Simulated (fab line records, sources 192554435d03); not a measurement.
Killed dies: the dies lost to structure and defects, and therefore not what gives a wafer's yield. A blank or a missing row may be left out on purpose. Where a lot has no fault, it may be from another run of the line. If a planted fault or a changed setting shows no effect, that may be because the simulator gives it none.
fab line records    flow n5-finfet
record: lots: 10  wafers: 30  last-day: 17
route steps=1938 shown BEOL_M1@815 BEOL_M4@1111
lots that met no fault: from a run of the same line without faults
start-h: hours from the record's opening day to when the first of the lot's shown wafers began    wait-h: time in hours since the lot's previous step    " same as the row above    L1.1+2: several wafers, shown together as one row    - no value, or no start given    * or withheld: withheld    < > ~ a bound
route shown NAME@n: a module of which the file shows steps, and the number in the route of the first    usual: average and standard deviation across the fault-free wafers    same: alike in all rows    chamber/n: place in a boat    sites: the reading at each site    _std_site: standard deviation of those values    _edge_site: mean of outer sites minus mean of inner sites    radius-mm: for every site, how far away it sits from the centre of the wafer    mask NAME#n: copy n    behind: the tool/chamber that last shaped the wafer    hold: the reason the lot was held/the length of the hold in hours/how it ended    device: which transistor (n, p or np) failed to switch    end of line: at the end of the route, the tests of the same wafers    a step given without rows: its recipe and nothing more    killed: count of dies lost to structure and defects at first sort (not the wafer's yield)    map: shows each die of a wafer: x if killed, . if not, _ if none is there
set.NAME: the setting as run; set.NAME@STEP: as run at that earlier step    model.NAME: the simulator's own value behind a step, which no gauge read
route steps across a sampled set of lots; one table per step, one row per wafer
== steps ==
step: N5_BEOL_M1_ANNEAL_49
recipe: temp-c: 400  time-s: 240  ambient: vacuum
usual: heater-power-w: 855/100  susceptor_temp_C_max: 401.0/0.35
lot.wafer  tool            chamber  start-h  wait-h  heater-power-w  susceptor_temp_C_max
L679.3     pvd-sputter-03  -        133.99   0.0     893             401.2
L679.5     "               -        "        "       953             400.7
L679.6     "               -        "        "       1041            400.3
L680.3     pvd-sputter-01  -        148.19   0.0     730             400.9
L680.4     "               -        "        "       893             400.8
L680.5     "               -        "        "       735             401.0
L682.1     pvd-sputter-03  -        153.92   0.0     922             400.8
L682.3     "               -        "        "       1032            400.3
L682.5     "               -        "        "       745             401.3
L684.2     pvd-sputter-01  -        159.82   0.0     866             400.9
L684.3     "               -        "        "       764             401.2
L684.6     "               -        "        "       739             400.6
L687.1     pvd-sputter-03  -        184.09   0.0     1013            400.3
L687.4     "               -        "        "       730             401.1
L687.6     "               -        "        "       953             400.8
L690.3     pvd-sputter-03  -        207.61   0.0     943             400.8
L690.4     "               -        "        "       717             401.7
L690.6     "               -        "        "       739             401.4
L691.2     pvd-sputter-03  -        210.80   0.0     713             401.2
L691.4     "               -        "        "       940             400.7
L691.5     "               -        "        "       954             400.8
L693.4     pvd-sputter-03  -        213.84   0.0     1044            400.0
L693.5     "               -        "        "       860             400.8
L693.6     "               -        "        "       954             400.8
L697.2     pvd-sputter-03  -        232.02   0.0     1076            400.6
L697.3     "               -        "        "       956             400.7
L697.6     "               -        "        "       726             401.0
L699.1     pvd-sputter-01  -        248.30   0.0     750             401.4
L699.2     "               -        "        "       864             400.9
L699.6     "               -        "        "       903             401.0
step: N5_BEOL_M1_SPUTTER_90
recipe: material: Cu  target-thk-a: 45  temp-c: -20  chamber-pressure-pa: 0.07  power-w: withheld  time-s: 8.29
usual: chamber-pressure-pa: 0.06999/0.00013  throttle-valve-pct: 30.6/0.74
lot.wafer  tool            chamber  start-h  wait-h  chamber-pressure-pa  throttle-valve-pct
L680.3     pvd-sputter-01  -        149.21   0.1     0.06987              29.8
L680.4     "               -        "        "       0.07                 29.5
L680.5     "               -        "        "       0.0698               30.0
L679.3     pvd-sputter-03  -        149.91   0.1     0.07009              31.7
L679.5     "               -        "        "       0.06998              31.3
L679.6     "               -        "        "       0.06993              31.4
L682.1     pvd-sputter-03  -        154.94   0.1     0.06991              31.0
L682.3     "               -        "        "       0.06986              31.1
L682.5     "               -        "        "       0.0699               30.4
L684.2     pvd-sputter-01  -        160.84   0.1     0.07016              30.9
L684.3     "               -        "        "       0.06998              30.4
L684.6     "               -        "        "       0.06998              30.5
L687.1     pvd-sputter-03  -        185.11   0.1     0.06982              31.0
L687.4     "               -        "        "       0.06989              30.3
L687.6     "               -        "        "       0.0699               31.1
L690.3     pvd-sputter-03  -        208.63   0.1     0.06999              31.1
L690.4     "               -        "        "       0.07003              30.4
L690.6     "               -        "        "       0.07019              30.7
L691.2     pvd-sputter-03  -        211.82   0.1     0.0699               30.5
L691.4     "               -        "        "       0.07008              31.4
L691.5     "               -        "        "       0.06986              31.2
L693.4     pvd-sputter-03  -        214.86   0.1     0.05281              36.0
L693.5     "               -        "        "       0.05318              36.7
L693.6     "               -        "        "       0.05303              36.0
L697.2     pvd-sputter-03  -        233.04   0.1     0.05282              35.9
L697.3     "               -        "        "       0.053                36.1
L697.6     "               -        "        "       0.0531               35.1
L699.1     pvd-sputter-01  -        249.32   0.1     0.06994              30.7
L699.2     "               -        "        "       0.06992              29.7
L699.6     "               -        "        "       0.06992              30.6
step: N5_BEOL_M1_SPUTTER_94
recipe: material: Cu  target-thk-a: 45  temp-c: -20  chamber-pressure-pa: 0.07  power-w: withheld  time-s: 8.29
usual: chamber-pressure-pa: 0.06999/0.00013  throttle-valve-pct: 30.6/0.75
lot.wafer  tool            chamber  start-h  wait-h  chamber-pressure-pa  throttle-valve-pct
L680.3     pvd-sputter-01  -        149.65   0.1     0.07002              29.9
L680.4     "               -        "        "       0.07007              29.4
L680.5     "               -        "        "       0.06991              29.6
L679.3     pvd-sputter-03  -        150.35   0.1     0.06989              31.5
L679.5     "               -        "        "       0.06982              31.2
L679.6     "               -        "        "       0.0699               31.3
L682.1     pvd-sputter-03  -        155.38   0.1     0.07012              31.3
L682.3     "               -        "        "       0.06991              31.0
L682.5     "               -        "        "       0.0701               30.6
L684.2     pvd-sputter-01  -        161.28   0.1     0.07014              30.8
L684.3     "               -        "        "       0.0698               30.4
L684.6     "               -        "        "       0.07013              30.1
L687.1     pvd-sputter-03  -        185.55   0.1     0.06999              31.0
L687.4     "               -        "        "       0.07001              30.3
L687.6     "               -        "        "       0.07023              31.1
L690.3     pvd-sputter-03  -        209.07   0.1     0.07002              31.3
L690.4     "               -        "        "       0.06992              30.2
L690.6     "               -        "        "       0.06991              30.8
L691.2     pvd-sputter-03  -        212.26   0.1     0.06988              30.3
L691.4     "               -        "        "       0.07012              31.3
L691.5     "               -        "        "       0.06998              31.2
L693.4     pvd-sputter-03  -        215.30   0.1     0.06989              31.2
L693.5     "               -        "        "       0.06998              31.9
L693.6     "               -        "        "       0.07014              30.9
L697.2     pvd-sputter-03  -        233.48   0.1     0.07001              31.3
L697.3     "               -        "        "       0.07002              31.1
L697.6     "               -        "        "       0.0702               30.7
L699.1     pvd-sputter-01  -        249.76   0.1     0.06999              30.3
L699.2     "               -        "        "       0.0699               29.6
L699.6     "               -        "        "       0.06997              30.7
step: N5_BEOL_M1_ANNEAL_95
recipe: temp-c: 400  time-s: 240  ambient: vacuum
usual: heater-power-w: 855/100  susceptor_temp_C_max: 400.9/0.34
lot.wafer  tool            chamber  start-h  wait-h  heater-power-w  susceptor_temp_C_max
L680.3     pvd-sputter-01  -        149.73   0.0     736             400.7
L680.4     "               -        "        "       881             400.6
L680.5     "               -        "        "       736             400.6
L679.3     pvd-sputter-03  -        150.43   0.0     873             401.1
L679.5     "               -        "        "       969             401.1
L679.6     "               -        "        "       1018            400.1
L682.1     pvd-sputter-03  -        155.46   0.0     961             400.9
L682.3     "               -        "        "       1054            400.7
L682.5     "               -        "        "       710             401.4
L684.2     pvd-sputter-01  -        161.36   0.0     894             401.2
L684.3     "               -        "        "       722             401.2
L684.6     "               -        "        "       719             401.3
L687.1     pvd-sputter-03  -        185.63   0.0     1048            400.5
L687.4     "               -        "        "       740             401.2
L687.6     "               -        "        "       929             400.6
L690.3     pvd-sputter-03  -        209.15   0.0     934             400.8
L690.4     "               -        "        "       729             401.6
L690.6     "               -        "        "       728             401.8
L691.2     pvd-sputter-03  -        212.34   0.0     736             401.2
L691.4     "               -        "        "       951             400.3
L691.5     "               -        "        "       962             400.4
L693.4     pvd-sputter-03  -        215.38   0.0     1009            400.4
L693.5     "               -        "        "       855             401.3
L693.6     "               -        "        "       939             400.8
L697.2     pvd-sputter-03  -        233.56   0.0     1042            401.1
L697.3     "               -        "        "       959             400.6
L697.6     "               -        "        "       730             401.7
L699.1     pvd-sputter-01  -        249.84   0.0     748             401.1
L699.2     "               -        "        "       887             400.9
L699.6     "               -        "        "       866             401.1
step: N5_BEOL_M4_RC_MEAS_101
usual: DIBL_N: 36.3/1.4  DIBL_P: 35.7/1.5  IOFF_N: 0.155/0.022  IOFF_P: 0.204/0.027  ION_N: 671/9  ION_P: 459/6.2  SS_N: 71.5/0.54  SS_P: 73.1/0.56  VT_N: 250.2/2.6  VT_P: -251/3.3
lot.wafer  tool       chamber  start-h  wait-h  DIBL_N[mV/V]  DIBL_P[mV/V]  IOFF_N[nA/um]  IOFF_P[nA/um]  ION_N[uA/um]  ION_P[uA/um]  SS_N[mV/dec]  SS_P[mV/dec]  VT_N[mV]  VT_P[mV]
L680.3     prober-02  0        183.83   0.3     37.2          36.6          0.163          0.231          675           466           71.6          73.9          247.0     -247
L680.4     "          0        "        "       35.4          34.2          0.129          0.187          664           461           70.4          73.0          253.1     -248
L680.5     "          0        "        "       34.5          32.8          0.117          0.180          659           458           70.5          72.1          252.6     -250
L679.3     prober-01  0        185.35   0.3     35.6          34.2          0.157          0.207          673           457           71.9          72.7          246.0     -248
L679.5     "          0        "        "       34.3          33.4          0.136          0.192          661           461           71.4          72.6          249.0     -249
L679.6     "          0        "        "       35.9          34.4          0.157          0.203          664           457           71.1          72.8          248.9     -250
L682.1     prober-02  0        189.13   0.0     35.0          34.9          0.137          0.171          663           453           70.7          72.3          250.8     -255
L682.3     "          0        "        "       36.4          36.8          0.176          0.195          682           464           71.5          73.4          245.6     -254
L682.5     "          0        "        "       38.2          38.8          0.212          0.222          686           456           71.1          73.6          243.2     -252
L684.2     prober-01  0        192.17   0.6     37.8          37.2          0.193          0.243          674           465           71.1          74.0          246.9     -246
L684.3     "          0        "        "       35.7          35.6          0.148          0.210          670           464           70.6          73.3          250.1     -248
L684.6     "          0        "        "       36.8          37.0          0.185          0.239          691           470           71.4          73.5          247.2     -246
L687.1     prober-02  0        226.85   0.0     36.4          36.7          0.169          0.245          676           467           71.6          73.9          246.8     -246
L687.4     "          0        "        "       34.9          36.1          0.154          0.230          679           466           71.5          73.3          247.3     -245
L687.6     "          0        "        "       34.9          34.9          0.147          0.223          675           468           71.6          72.8          252.1     -246
L690.3     prober-01  0        240.33   0.3     38.0          37.9          0.180          0.227          677           463           71.9          73.6          247.7     -250
L690.4     "          0        "        "       35.7          35.1          0.140          0.175          677           456           71.7          73.2          252.3     -255
L690.6     "          0        "        "       35.8          35.1          0.141          0.172          655           449           71.4          72.9          253.1     -254
L693.4     prober-01  0        253.56   0.5     36.8          34.0          0.151          0.169          666           454           71.4          72.9          248.8     -257
L693.5     "          0        "        "       36.0          33.6          0.138          0.161          667           451           71.5          72.5          253.7     -254
L693.6     "          0        "        "       35.6          33.8          0.136          0.166          671           457           71.4          73.1          252.2     -256
L691.2     prober-01  0        256.94   0.2     35.5          37.0          0.149          0.189          677           458           71.5          73.8          249.4     -251
L691.4     "          0        "        "       35.8          36.9          0.160          0.193          672           457           71.5          72.9          250.1     -254
L691.5     "          0        "        "       34.5          36.1          0.144          0.182          668           454           71.3          73.4          250.6     -250
L697.2     prober-01  0        274.48   0.2     34.1          33.5          0.119          0.174          666           457           71.0          72.7          253.2     -252
L697.3     "          0        "        "       35.0          34.6          0.131          0.185          664           457           71.2          72.9          252.5     -251
L697.6     "          0        "        "       35.4          34.6          0.138          0.192          677           462           71.6          73.0          250.7     -251
L699.1     prober-01  0        293.64   0.0     36.0          35.2          0.143          0.185          674           459           71.3          72.9          252.5     -254
L699.2     "          0        "        "       34.7          33.2          0.120          0.159          655           450           72.0          72.7          253.5     -254
L699.6     "          0        "        "       37.8          37.7          0.188          0.224          682           464           71.5          73.9          245.5     -251
== key ==
first-sign: step: N5_BEOL_M1_SPUTTER_90  reading: chamber-pressure-pa  direction: down  sigmas: 99+  usual: 0.06999  struck: 0.05299
effect: step: N5_BEOL_M1_SPUTTER_90  reading: throttle-valve-pct  direction: up  sigmas: 7.1  usual: *  struck: *
met-at N5_BEOL_M1_SPUTTER_90
struck-lots L693,L697
not-acting-at N5_BEOL_M1_ANNEAL_49,N5_BEOL_M1_SPUTTER_94,N5_BEOL_M1_ANNEAL_95
onset-between 211.82 214.86
fault: kind: process-parameter-drift  tool: pvd-sputter-03  chamber: -  onset-h: 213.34  steps: N5_BEOL_M1_SPUTTER_90  channel: chamber-pressure-pa  offset: -0.016938  shape: step  end-h: 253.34  acts-in: these-recipes-only  stated: 0.07
